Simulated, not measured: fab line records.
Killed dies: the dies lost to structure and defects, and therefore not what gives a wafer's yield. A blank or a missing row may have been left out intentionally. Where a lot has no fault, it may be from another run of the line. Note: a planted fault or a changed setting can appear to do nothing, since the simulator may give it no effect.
Matching of chambers ; flow n5 finfet ; 4 sister chambers for N5_BEOL_M6_STRIP_19 on rie diel-01
The step strips in O2. 8 wafers are shown with their chamber, then 9 later ones without.

WAFERS WITH THEIR CHAMBER
wafer;chamber;drypump motor current A (A);showerhead plenum p Torr (Torr)
L078.3;2;5.4;2.15
L077.4;0;6.2;2.01
L077.6;0;6.2;2.01
L079.1;3;5.1;1.91
L079.6;1;6.5;2.04
L084.1;3;5.1;1.91
L084.3;1;6.4;2.04
L084.4;2;5.4;2.14

WAFERS MISSING THEIR CHAMBER
wafer;drypump motor current A (A);showerhead plenum p Torr (Torr)
L087.1;6.5;2.04
L087.2;6.2;2.00
L087.5;5.4;2.14
L086.2;6.2;2.00
L086.4;5.1;1.91
L086.5;6.5;2.04
L076.3;6.2;2.00
L076.4;5.1;1.91
L076.6;6.4;2.04

CHAMBER TAKEN BY EACH
wafer;from the rows above;in truth
L087.1;1;1
L087.2;0;0
L087.5;2;2
L086.2;0;0
L086.4;3;3
L086.5;1;1
L076.3;0;0
L076.4;3;3
L076.6;1;1
Correctly placed: 9 of 9. Left unplaced by these rows: 0. 0 placed wrongly.
How it was worked out, from the rows above alone: a wafer's distance from a chamber is the root of the sum, over the readings, of the square of ((its reading less the chamber's mean) divided by the reading's scatter). The wafer belongs to the nearest chamber; if the next one is less than 2 further off, it can't be placed. For every chamber, the mean is computed from those of its wafers that are shown. How the scatter is found: for the shown wafers, subtract from each reading the mean of its chamber, square and add these, divide the total by (wafers less chambers), then take the root.
